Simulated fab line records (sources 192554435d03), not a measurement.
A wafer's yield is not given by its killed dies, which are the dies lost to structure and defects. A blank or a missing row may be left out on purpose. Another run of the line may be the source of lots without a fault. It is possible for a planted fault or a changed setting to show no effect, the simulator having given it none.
Chamber matching | flow n5 finfet | 4 sister chambers for N5_BEOL_M2_ETCH_64 on rie diel-05
The step etches SOC in N2/H2, target depth 75 nm, overetch 22.5 nm, time 121.9 s. 20 wafers are shown with their chamber, then 10 later ones without.

## WAFERS, EACH WITH ITS CHAMBER
wafer  | chamber | drypump motor current A (A) | showerhead plenum p Torr (Torr) | throttle valve pct (%)
L075.3 | 3       | 5.8                         | 2.52                            | 18.04
L075.4 | 2       | 5.3                         | 2.58                            | 18.01
L075.6 | 0       | 6.0                         | 2.43                            | 17.81
L074.1 | 2       | 5.3                         | 2.58                            | 18.00
L074.2 | 0       | 6.0                         | 2.43                            | 17.82
L074.4 | 1       | 5.3                         | 2.63                            | 18.11
L078.1 | 0       | 6.0                         | 2.43                            | 17.84
L078.2 | 3       | 5.8                         | 2.52                            | 18.04
L078.6 | 0       | 6.0                         | 2.43                            | 17.85
L087.3 | 1       | 5.3                         | 2.62                            | 18.15
L087.5 | 2       | 5.3                         | 2.57                            | 18.03
L087.6 | 0       | 6.0                         | 2.42                            | 17.87
L085.1 | 1       | 5.3                         | 2.62                            | 18.17
L085.3 | 3       | 5.9                         | 2.51                            | 18.07
L085.4 | 2       | 5.3                         | 2.57                            | 18.04
L086.2 | 2       | 5.3                         | 2.57                            | 18.04
L086.4 | 3       | 5.8                         | 2.51                            | 18.07
L086.6 | 0       | 6.0                         | 2.42                            | 17.87
L089.3 | 3       | 5.9                         | 2.51                            | 18.09
L089.4 | 1       | 5.3                         | 2.62                            | 18.15

SIGNATURES (averages over the wafers above)
reading                  | chamber 0 | chamber 1 | chamber 2 | chamber 3 | scatter within a chamber
drypump motor current A  | 6.000     | 5.300     | 5.300     | 5.840     | 0.0274
showerhead plenum p Torr | 2.4267    | 2.6225    | 2.5740    | 2.5140    | 0.00529
throttle valve pct       | 17.8433   | 18.1450   | 18.0240   | 18.0620   | 0.0227
Rule: a wafer lies at a distance from a chamber equal to the root of the sum of squares, over the readings, of (its reading less the chamber's mean, divided by the reading's scatter). If the next closest chamber is less than 2 further off than the closest, the wafer can't be placed; otherwise it belongs to the closest. How the scatter is found: for the shown wafers, subtract from each reading the mean of its chamber, square and add these, divide the total by (wafers less chambers), then take the root.

## WAFERS WITHOUT THEIR CHAMBER
wafer  | drypump motor current A (A) | showerhead plenum p Torr (Torr) | throttle valve pct (%)
L089.6 | 5.3                         | 2.57                            | 18.03
L094.2 | 5.3                         | 2.62                            | 18.17
L094.3 | 5.9                         | 2.42                            | 17.88
L094.5 | 5.8                         | 2.51                            | 18.08
L095.4 | 5.3                         | 2.56                            | 18.07
L095.5 | 5.8                         | 2.51                            | 18.08
L095.6 | 5.3                         | 2.57                            | 18.05
L096.4 | 6.0                         | 2.41                            | 17.88
L096.5 | 5.8                         | 2.51                            | 18.10
L096.6 | 6.0                         | 2.41                            | 17.91

## WHICH CHAMBER EACH ONE RAN IN
wafer  | from the rows above | in truth
L089.6 | 2                   | 2
L094.2 | 1                   | 1
L094.3 | 0                   | 0
L094.5 | 3                   | 3
L095.4 | 2                   | 2
L095.5 | 3                   | 3
L095.6 | 2                   | 2
L096.4 | 0                   | 0
L096.5 | 3                   | 3
L096.6 | 0                   | 0
Correctly placed: 10 of 10. Number that these rows cannot place: 0. Number placed wrongly: 0.
